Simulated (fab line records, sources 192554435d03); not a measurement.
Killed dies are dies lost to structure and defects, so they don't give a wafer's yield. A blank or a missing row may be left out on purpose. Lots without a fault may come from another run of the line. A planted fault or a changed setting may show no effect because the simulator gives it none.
Chamber matching | flow n5_finfet | N5_BEOL_M5_DEP_56 on pecvd-02: 3 sister chambers
The step deposits SiCN from 3MS/NH3, target thk 8 nm, time 14 s. 3 wafers are shown with their chamber, then 10 later ones without.

WAFERS WITH THEIR CHAMBER
wafer  | chamber | showerhead_plenum_p_Torr (Torr)
L083.2 | 2       | 3.670
L084.1 | 1       | 3.662
L084.4 | 0       | 3.653

WAFERS WITHOUT THEIR CHAMBER
wafer  | showerhead_plenum_p_Torr (Torr)
L084.5 | 3.659
L085.2 | 3.672
L085.4 | 3.671
L085.5 | 3.650
L090.2 | 3.658
L090.3 | 3.674
L090.6 | 3.643
L096.1 | 3.650
L096.3 | 3.673
L096.6 | 3.669

WHICH CHAMBER EACH WENT THROUGH
wafer  | from the rows above          | in truth
L084.5 | can't be placed: 1 or 0 or 2 | 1
L085.2 | can't be placed: 2 or 1      | 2
L085.4 | can't be placed: 2 or 1      | 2
L085.5 | 0                            | 0
L090.2 | can't be placed: 1 or 0 or 2 | 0
L090.3 | can't be placed: 2 or 1      | 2
L090.6 | 0                            | 0
L096.1 | 0                            | 0
L096.3 | can't be placed: 2 or 1      | 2
L096.6 | can't be placed: 2 or 1      | 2
Placed correctly: 3 of 10. Can't be placed from these rows: 7 (the true chamber is among the candidates in 7). Placed wrongly: 0.
How it was worked out, from the rows above alone: a wafer's distance from a chamber is the root of the sum, over the readings, of the square of ((its reading less the chamber's mean) divided by the reading's scatter). The wafer belongs to the nearest chamber; if the next one is less than 2 further off, it can't be placed. A chamber's mean is the mean of its shown wafers. The scatter: with one shown wafer a chamber, the root of the mean of the squares of how far each hidden wafer lies from its nearest shown one.
